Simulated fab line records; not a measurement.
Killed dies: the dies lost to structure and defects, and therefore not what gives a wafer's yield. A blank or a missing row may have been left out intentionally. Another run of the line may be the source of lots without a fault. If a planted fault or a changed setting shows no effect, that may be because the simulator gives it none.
Problem report, 8D (eight disciplines) form, completed by code	flow nandHarc	the parts of the form that need people (team, actions taken, sign-off) are left out

== 1. THE PROBLEM ==
At NHARC_A_ZERO_WELL_INSPECT_17, rawDefectCount averages 378 over 6 wafers from 2 lots, while fault-free wafers read 11, standard deviation 6.1. Relative to the usual mean, that is a shift of +60 standard deviations.
First observed at day 10 10:08: wafer L714.2, on defectInspect-01. The record has a number at this step for 33 wafers belonging to 11 lots. Rule for "out" (also "out of limits"): further than 4 standard deviations from the usual mean. All remaining wafers that have a number are taken as sound.

== 2. WHAT IT IS AND WHAT IT IS NOT ==
question	is	is not
which readings at this step	rawDefectCount	-
which lots	L714, L719	L701, L702, L704, L706, L709, L710, L716, L720, L722
which wafers of those lots	all that have a number	-
read on which gauges	defectInspect-01, defectInspect-02	-
when	from day 10 10:08	up to then (18 sound wafers); but 9 sound wafers of L716, L720, L722 came after

== 3. THE SUSPECTS, EACH WITH WHAT RULES IT OUT ==
Counting: a tool at a process step up to the reading stays a suspect if it ran every lot that is out and no sound lot after the first of them.
- the gauge at NHARC_A_ZERO_WELL_INSPECT_17 is ruled out. Those wafers that are out were read across 2 gauges (defectInspect-01, defectInspect-02).
- wetBench-05 at NHARC_A_ZERO_WELL_PRECLEAN_00 (cleans in SPM, time 600 s): kept. It processed each lot that is out, first L714 at day 10 08:00, and no sound lot thereafter; up to then, the last sound lot it processed was L709 at day 9 12:55.
After counting, what remains is wetBench-05 at NHARC_A_ZERO_WELL_PRECLEAN_00.

== 4. THE CAUSE (what the simulator had put in) ==
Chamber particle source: wetBench-05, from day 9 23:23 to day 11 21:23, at NHARC_A_ZERO_WELL_PRECLEAN_00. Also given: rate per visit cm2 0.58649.
After counting, this tool was the only one left.

== 5. THE CHAIN OF EFFECTS, in route order ==
Each row: a reading whose mean over the struck wafers that have a number lies more than 3 standard deviations from the usual. Only readings for which the record gives a usual standard deviation are gone through. hours: the time from each lot's start at the first step in this table that gives one to its start at this step, as a median over the lots. sigmas: the change in usual standard deviations.
hours	step	reading	usual	on struck wafers	change	sigmas
0	NHARC_A_ZERO_WELL_INSPECT_17	rawDefectCount	11	378	+367	+60
22	NHARC_A_SOURCE_PLATE_INSPECT_08	rawDefectCount	59	410	+351	+15
315	NHARC_END_SORT_01	killedAtArray	28	77	+49	+4.5
315	NHARC_END_SORT_01	killedDies	31	80	+48	+4.4
Later steps that measure or inspect, where all struck wafers having a row at the step show a number for every such reading and not one has moved that far: NHARC_A_ONON_D1_THK_MEAS_02.

== 6. WHAT WOULD HAVE CAUGHT IT SOONER ==
The first out-of-limits reading at a measuring or inspecting step in this record came at day 10 10:08, 11 hours after the fault's start at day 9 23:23.
Of the lots that are out (2), L719 began NHARC_A_ZERO_WELL_PRECLEAN_00 on wetBench-05 after day 10 10:08. Holding the tool at that time would have saved it.
